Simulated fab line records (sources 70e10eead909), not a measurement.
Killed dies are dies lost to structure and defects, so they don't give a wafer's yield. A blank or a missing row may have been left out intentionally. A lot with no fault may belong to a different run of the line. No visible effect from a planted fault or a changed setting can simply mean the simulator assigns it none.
Which tool is to blame?	flow nand-harc	19 lots with 57 wafers sampled at 6 steps, on a route of 1159 steps

WHAT THE GAUGES SHOWED, per wafer
The record holds no reading of a measuring or inspecting step that can be judged against a usual standard deviation.

WHAT TOOL EACH LOT RAN ON (gives the tool, then ch and the chambers of the sampled wafers, and finally the start)
lot	NHARC_A_CHANNEL_HOLE_D1_ETCH_20	NHARC_A_CHANNEL_HOLE_D1_ETCH_33	NHARC_A_STAIRCASE_TRIM_20	NHARC_A_STAIRCASE_ETCH_190	NHARC_A_STAIRCASE_TRIM_200	NHARC_A_STAIRCASE_ETCH_294
L074	har-etch-02 ch 0,1, day 8 08:47	har-etch-02 ch 0,1, day 8 12:38	rie-diel-11 ch 0,2,3, day 10 21:52	rie-diel-03 ch 0,1,3, no start	rie-diel-11 ch 0,1,3, no start	rie-diel-11 ch 0,1,2, no start
L076	har-etch-02 ch 0,1, day 8 16:00	har-etch-02 ch 0,1, day 8 19:52	rie-diel-11 ch 0,2,3, day 11 04:26	rie-diel-03 ch 0,2,3, no start	rie-diel-07 ch 0,1,2, no start	rie-diel-11 ch 0,2,3, no start
L075	har-etch-01 ch 0,1, day 8 18:04	har-etch-01 ch 0,1, day 8 21:56	rie-diel-07 ch 0,1, day 11 04:12	rie-diel-07 ch 0,1,2, no start	rie-diel-07 ch 2,3, no start	rie-diel-03 ch 0,1,3, no start
L077	har-etch-02 ch 0,1, day 8 20:13	har-etch-02 ch 0,1, day 9 00:02	rie-diel-11 ch 1,3, day 11 09:32	rie-diel-03 ch 1,2,3, no start	rie-diel-11 ch 0,1,3, no start	rie-diel-07 ch 0,1,2, no start
L079	har-etch-01 ch 0,1, day 9 10:28	har-etch-01 ch 0,1, day 9 14:20	rie-diel-11 ch 0,1, day 12 00:46	rie-diel-11 ch 0,1,3, no start	rie-diel-07 ch 0,1, no start	rie-diel-11 ch 1,2, no start
L080	har-etch-02 ch 0,1, day 9 11:05	har-etch-02 ch 0,1, day 9 14:56	rie-diel-11 ch 0,1,2, day 12 00:29	rie-diel-03 ch 0,1,3, no start	rie-diel-11 ch 0,1,2, no start	rie-diel-11 ch 0,1,3, no start
L078	har-etch-01 ch 0, day 9 14:38	har-etch-01 ch 0, day 9 18:30	rie-diel-07 ch 0,1, day 12 00:40	rie-diel-11 ch 0,1,2, no start	rie-diel-11 ch 1,2, no start	rie-diel-07 ch 0,3, no start
L081	har-etch-01 ch 0,1, day 9 19:19	har-etch-01 ch 0,1, day 9 23:08	rie-diel-03 ch 0,1, day 12 05:08	rie-diel-03 ch 1,2,3, no start	rie-diel-03 ch 2,3, no start	rie-diel-03 ch 1,2, no start
L082	har-etch-01 ch 0,1, day 10 05:57	har-etch-01 ch 0,1, day 10 09:49	rie-diel-07 ch 0,1,2, day 12 18:25	rie-diel-07 ch 0,1, no start	rie-diel-07 ch 0,2,3, no start	rie-diel-11 ch 0,3, no start
L083	har-etch-02 ch 0,1, day 10 13:04	har-etch-02 ch 0,1, day 10 16:55	rie-diel-07 ch 0,1,3, day 12 23:28	rie-diel-03 ch 0,1,3, day 13 16:54 or earlier	rie-diel-07 ch 1,2,3, day 13 16:54 or earlier	rie-diel-03 ch 0,3, day 13 16:54
L084	har-etch-01 ch 0,1, day 11 02:13	har-etch-01 ch 0,1, day 11 06:03	rie-diel-07 ch 0,2,3, day 13 15:07	rie-diel-07 ch 0,1,2, no start	rie-diel-07 ch 0,1, no start	rie-diel-03 ch 0,1,3, no start
L086	har-etch-01 ch 0,1, day 11 10:12	har-etch-01 ch 0,1, day 11 14:02	rie-diel-07 ch 0,2,3, day 14 01:02	rie-diel-11 ch 0,1,3, no start	rie-diel-11 ch 0,2,3, no start	rie-diel-07 ch 0,1,3, no start
L087	har-etch-02 ch 0,1, day 11 10:22	har-etch-02 ch 0,1, day 11 14:13	rie-diel-07 ch 0,3, day 14 01:32	rie-diel-07 ch 0,1,3, no start	rie-diel-07 ch 0,1,2, no start	rie-diel-07 ch 0,1,2, no start
L089	har-etch-02 ch 1, day 12 04:59	har-etch-02 ch 1, day 12 08:50	rie-diel-11 ch 0,2,3, day 14 20:10	rie-diel-11 ch 1,2,3, no start	rie-diel-11 ch 1,3, no start	rie-diel-07 ch 1,3, no start
L088	har-etch-01 ch 0,1, day 12 05:30	har-etch-01 ch 0,1, day 12 09:20	rie-diel-11 ch 2,3, day 14 20:20	rie-diel-03 ch 1,2, no start	rie-diel-03 ch 2,3, no start	rie-diel-07 ch 0,1,2, no start
L093	har-etch-02 ch 0,1, day 12 15:15	har-etch-02 ch 0,1, day 12 19:05	rie-diel-03 ch 0,1,3, day 15 03:35	rie-diel-03 ch 1,3, no start	rie-diel-03 ch 0,3, no start	rie-diel-11 ch 0,2,3, no start
L092	har-etch-02 ch 0,1, day 12 19:22	har-etch-02 ch 0,1, day 12 23:14	rie-diel-11 ch 1,2,3, day 15 07:58	rie-diel-11 ch 0,1,3, no start	rie-diel-03 ch 0,2,3, no start	rie-diel-03 ch 0,2,3, no start
L090	har-etch-01 ch 0,1, day 12 19:32	har-etch-01 ch 0,1, day 12 23:23	rie-diel-07 ch 0,2, day 15 08:16	rie-diel-11 ch 2,3, no start	rie-diel-11 ch 1,2,3, no start	rie-diel-11 ch 0,2, no start
L096	har-etch-02 ch 0,1, day 13 21:17	har-etch-02 ch 0,1, day 14 01:08	rie-diel-03 ch 1,2, day 16 10:56	rie-diel-03 ch 0,1,2, no start	rie-diel-11 ch 1,2, no start	rie-diel-03 ch 0,1,2, no start
- NHARC_A_CHANNEL_HOLE_D1_ETCH_20: etches the open film in C4F8/O2/Ar, time 361.9 s, target depth 1600 nm.
- NHARC_A_CHANNEL_HOLE_D1_ETCH_33: etches the open film in C4F8/O2/Ar, time 90 s, target depth 400 nm.
- NHARC_A_STAIRCASE_TRIM_20: chemistry O2, time 211.2 s.
- NHARC_A_STAIRCASE_ETCH_190: etches the open film in C4F8/O2, target depth 100 nm, time 40.5 s.
- NHARC_A_STAIRCASE_TRIM_200: chemistry O2, time 211.2 s.
- NHARC_A_STAIRCASE_ETCH_294: etches the open film in C4F8/O2/Ar, target depth 4992 nm, time 1212.4 s.

AS READ BY THE TOOLS THEMSELVES (means over the sampled wafers that have a number; for cases with no such wafer, the mark the record gives instead)
NHARC_A_CHANNEL_HOLE_D1_ETCH_20. Usual: chamber-pressure-mTorr 20.002 mTorr, standard deviation 0.019; drypump-motor-current-A 6.0 A, standard deviation 0.46; he-backside-leak-sccm 5.6 sccm, standard deviation 0.44; showerhead-plenum-p-Torr 3.76 Torr, standard deviation 0.073; temp-c -19.98 C, standard deviation 0.11; throttle-valve-pct 32.155 %, standard deviation 0.0094.
lot	tool	chamber-pressure-mTorr (mTorr)	drypump-motor-current-A (A)	he-backside-leak-sccm (sccm)	showerhead-plenum-p-Torr (Torr)	temp-c (C)	throttle-valve-pct (%)	flag
L074	har-etch-02	20.011	6.2	5.3	3.71	-19.95	32.154	
L076	har-etch-02	20.007	6.2	5.3	3.71	-20.02	32.155	
L075	har-etch-01	19.999	5.4	5.5	3.82	-19.90	32.145	
L077	har-etch-02	20.001	6.4	5.5	3.75	-20.01	32.165	
L079	har-etch-01	19.991	5.4	5.5	3.82	-19.87	32.152	
L080	har-etch-02	19.999	6.2	5.4	3.70	-19.88	32.159	
L078	har-etch-01	19.986	5.7	5.6	3.82	-19.86	32.154	
L081	har-etch-01	20.000	5.6	5.5	3.82	-20.08	32.158	
L082	har-etch-01	19.987	5.4	5.9	3.81	-20.00	32.159	
L083	har-etch-02	19.998	6.2	5.5	3.70	-19.90	32.157	
L084	har-etch-01	19.998	5.5	6.1	3.81	-20.01	32.152	
L086	har-etch-01	20.013	5.5	5.6	3.81	-19.98	32.160	
L087	har-etch-02	20.010	6.2	5.3	3.70	-20.02	32.149	
L089	har-etch-02	19.990	6.5	5.7	3.79	-20.00	32.145	
L088	har-etch-01	20.005	5.6	5.9	3.80	-19.96	32.151	
L093	har-etch-02	19.996	6.4	5.5	3.74	-19.99	32.152	
L092	har-etch-02	19.994	6.3	5.6	3.69	-20.02	32.170	
L090	har-etch-01	20.003	5.4	5.7	3.80	-19.99	32.146	
L096	har-etch-02	20.010	6.4	5.4	3.73	-19.98	32.154	

NHARC_A_CHANNEL_HOLE_D1_ETCH_33. Usual: chamber-pressure-mTorr 25.001 mTorr, standard deviation 0.021; drypump-motor-current-A 6.0 A, standard deviation 0.47; he-backside-leak-sccm 5.7 sccm, standard deviation 0.31; showerhead-plenum-p-Torr 3.80 Torr, standard deviation 0.075; temp-c -19.99 C, standard deviation 0.11; throttle-valve-pct 27.620 %, standard deviation 0.0083.
lot	tool	chamber-pressure-mTorr (mTorr)	drypump-motor-current-A (A)	he-backside-leak-sccm (sccm)	showerhead-plenum-p-Torr (Torr)	temp-c (C)	throttle-valve-pct (%)	flag
L074	har-etch-02	24.990	6.2	5.4	3.75	-19.94	27.612	
L076	har-etch-02	25.008	6.3	5.3	3.75	-19.96	27.623	
L075	har-etch-01	24.992	5.3	5.7	3.87	-19.99	27.624	
L077	har-etch-02	24.997	6.4	5.2	3.80	-20.00	27.626	
L079	har-etch-01	25.023	5.4	5.9	3.86	-19.98	27.619	
L080	har-etch-02	24.989	6.2	5.3	3.74	-20.00	27.616	
L078	har-etch-01	24.991	5.6	5.9	3.86	-20.07	27.626	
L081	har-etch-01	24.992	5.5	6.0	3.86	-19.85	27.620	
L082	har-etch-01	24.989	5.4	5.7	3.85	-19.96	27.620	
L083	har-etch-02	24.983	6.2	5.5	3.74	-20.08	27.615	
L084	har-etch-01	25.016	5.5	6.0	3.85	-19.95	27.613	
L086	har-etch-01	25.011	5.5	6.0	3.85	-19.92	27.625	
L087	har-etch-02	24.990	6.2	5.5	3.73	-20.04	27.619	
L089	har-etch-02	24.984	6.5	5.8	3.83	-20.12	27.624	
L088	har-etch-01	25.009	5.5	5.5	3.84	-19.99	27.627	
L093	har-etch-02	25.019	6.4	5.3	3.78	-20.08	27.623	
L092	har-etch-02	25.002	6.2	5.5	3.72	-19.83	27.628	
L090	har-etch-01	25.020	5.4	5.7	3.84	-20.10	27.621	
L096	har-etch-02	25.003	6.4	5.8	3.77	-19.98	27.626	

NHARC_A_STAIRCASE_TRIM_20. Usual: chamber-pressure-mTorr 60.00 mTorr, standard deviation 0.05; drypump-motor-current-A 5.9 A, standard deviation 0.54; oes-product-au 1.000 a.u., standard deviation 0.013; rf-vpp-V 57.7 V, standard deviation 0.88; showerhead-plenum-p-Torr 3.51 Torr, standard deviation 0.1; throttle-valve-pct 17.036 %, standard deviation 0.0087.
lot	tool	chamber-pressure-mTorr (mTorr)	drypump-motor-current-A (A)	oes-product-au (a.u.)	rf-vpp-V (V)	showerhead-plenum-p-Torr (Torr)	throttle-valve-pct (%)	flag
L074	rie-diel-11	60.00	5.7	0.989	57.9	3.41	17.028	
L076	rie-diel-11	59.93	5.7	0.994	56.4	3.41	17.042	
L075	rie-diel-07	60.05	5.8	1.008	57.7	3.59	17.034	
L077	rie-diel-11	60.00	6.0	0.996	57.8	3.56	17.033	
L079	rie-diel-11	60.02	6.3	0.997	57.8	3.57	17.030	
L080	rie-diel-11	60.02	6.1	1.008	57.6	3.48	17.036	
L078	rie-diel-07	60.01	6.2	1.007	57.8	3.55	17.033	
L081	rie-diel-03	59.95	5.1	0.999	58.1	3.64	17.035	
L082	rie-diel-07	60.05	6.1	1.011	58.0	3.52	17.034	
L083	rie-diel-07	60.01	5.7	1.014	57.5	3.56	17.033	
L084	rie-diel-07	60.00	5.5	1.001	58.3	3.53	17.030	
L086	rie-diel-07	60.01	5.5	1.000	58.4	3.53	17.037	
L087	rie-diel-07	59.99	5.3	0.999	58.2	3.59	17.040	
L089	rie-diel-11	60.04	5.7	1.001	57.5	3.40	17.033	
L088	rie-diel-11	60.01	5.5	0.995	56.8	3.38	17.037	
L093	rie-diel-03	60.02	5.8	1.005	58.4	3.59	17.036	
L092	rie-diel-11	60.03	5.8	0.993	57.1	3.44	17.035	
L090	rie-diel-07	60.03	5.9	1.005	58.4	3.49	17.042	
L096	rie-diel-03	59.97	5.4	0.998	57.4	3.67	17.028	

NHARC_A_STAIRCASE_ETCH_190. Usual: chamber-pressure-mTorr 24.996 mTorr, standard deviation 0.023; oes-product-au 0.944 a.u., standard deviation 0.014; rf-vpp-V 897 V, standard deviation 4.
lot	tool	chamber-pressure-mTorr (mTorr)	oes-product-au (a.u.)	rf-vpp-V (V)	flag
L074	rie-diel-03	25.011	0.951	899	
L076	rie-diel-03	24.998	0.947	899	
L075	rie-diel-07	24.995	0.946	895	
L077	rie-diel-03	24.997	0.942	900	
L079	rie-diel-11	24.993	0.941	895	
L080	rie-diel-03	24.991	0.955	899	
L078	rie-diel-11	25.005	0.946	894	
L081	rie-diel-03	25.012	0.940	899	
L082	rie-diel-07	25.000	0.953	896	
L083	rie-diel-03	24.988	0.947	897	
L084	rie-diel-07	24.982	0.945	895	
L086	rie-diel-11	25.008	0.927	894	
L087	rie-diel-07	25.000	0.939	897	
L089	rie-diel-11	24.978	0.937	893	
L088	rie-diel-03	25.012	0.937	901	
L093	rie-diel-03	24.995	0.956	895	
L092	rie-diel-11	24.999	0.929	895	
L090	rie-diel-11	24.984	0.942	890	
L096	rie-diel-03	24.992	0.938	900	

NHARC_A_STAIRCASE_TRIM_200. Usual: chamber-pressure-mTorr 60.00 mTorr, standard deviation 0.057; drypump-motor-current-A 5.9 A, standard deviation 0.58; oes-product-au 1.000 a.u., standard deviation 0.013; rf-vpp-V 57.8 V, standard deviation 0.85; showerhead-plenum-p-Torr 3.52 Torr, standard deviation 0.1; throttle-valve-pct 17.036 %, standard deviation 0.0096.
lot	tool	chamber-pressure-mTorr (mTorr)	drypump-motor-current-A (A)	oes-product-au (a.u.)	rf-vpp-V (V)	showerhead-plenum-p-Torr (Torr)	throttle-valve-pct (%)	flag
L074	rie-diel-11	59.98	6.0	0.987	57.4	3.51	17.046	
L076	rie-diel-07	60.03	6.1	1.010	58.4	3.53	17.038	
L075	rie-diel-07	60.01	5.8	0.988	58.6	3.49	17.039	
L077	rie-diel-11	59.98	6.0	0.995	57.5	3.51	17.036	
L079	rie-diel-07	60.03	5.8	1.010	57.8	3.58	17.032	
L080	rie-diel-11	60.07	6.0	0.994	58.1	3.48	17.034	
L078	rie-diel-11	60.04	5.9	1.004	56.7	3.43	17.033	
L081	rie-diel-03	60.03	6.0	0.995	57.4	3.64	17.053	
L082	rie-diel-07	59.94	5.5	1.009	58.1	3.54	17.039	
L083	rie-diel-07	60.01	6.0	1.006	58.6	3.50	17.025	
L084	rie-diel-07	59.93	5.8	1.005	57.2	3.57	17.035	
L086	rie-diel-11	59.98	5.7	0.997	57.6	3.40	17.024	
L087	rie-diel-07	60.02	6.1	1.010	57.3	3.52	17.045	
L089	rie-diel-11	59.93	6.1	0.985	57.6	3.54	17.029	
L088	rie-diel-03	59.93	6.0	1.004	57.4	3.63	17.022	
L093	rie-diel-03	60.01	6.4	1.010	58.2	3.54	17.037	
L092	rie-diel-03	60.01	6.0	1.007	58.3	3.61	17.033	
L090	rie-diel-11	59.99	5.8	1.000	58.1	3.44	17.037	
L096	rie-diel-11	59.98	6.2	0.999	57.7	3.51	17.046	

NHARC_A_STAIRCASE_ETCH_294. Usual: chamber-pressure-mTorr 24.999 mTorr, standard deviation 0.023; oes-product-au 0.938 a.u., standard deviation 0.019; rf-vpp-V 1826 V, standard deviation 7.9.
lot	tool	chamber-pressure-mTorr (mTorr)	oes-product-au (a.u.)	rf-vpp-V (V)	flag
L074	rie-diel-11	25.002	0.935	1823	
L076	rie-diel-11	24.997	0.916	1817	
L075	rie-diel-03	25.002	0.934	1832	
L077	rie-diel-07	24.997	0.942	1827	
L079	rie-diel-11	25.006	0.956	1826	
L080	rie-diel-11	25.006	0.932	1825	
L078	rie-diel-07	24.990	0.948	1832	
L081	rie-diel-03	25.005	0.934	1837	
L082	rie-diel-11	24.985	0.918	1821	
L083	rie-diel-03	24.985	0.934	1829	
L084	rie-diel-03	24.995	0.935	1831	
L086	rie-diel-07	25.004	0.940	1827	
L087	rie-diel-07	25.000	0.929	1826	
L089	rie-diel-07	24.993	0.950	1825	
L088	rie-diel-07	24.981	0.941	1826	
L093	rie-diel-11	25.012	0.923	1817	
L092	rie-diel-03	25.027	0.944	1832	
L090	rie-diel-11	24.997	0.918	1817	
L096	rie-diel-03	24.998	0.936	1836	

THE ANSWER, worked out from the rows above alone
Rule: lot off if the mean of its wafers having a number is beyond 3 standard deviations from the usual mean. A lot without any number at a reading at which 4 lots or more have one is off too. All remaining lots with rows at the step are treated as sound. After the gauges, taken in route order, come the tools' own readings; for these a lot's mean is taken, as printed above. At the first step where some lot is off, the reading lying furthest off is the one used; lots without a number count as furthest.
No lot is off on any of the readings shown, so nothing can be concluded from this.

WHAT WAS PUT IN BY THE SIMULATOR
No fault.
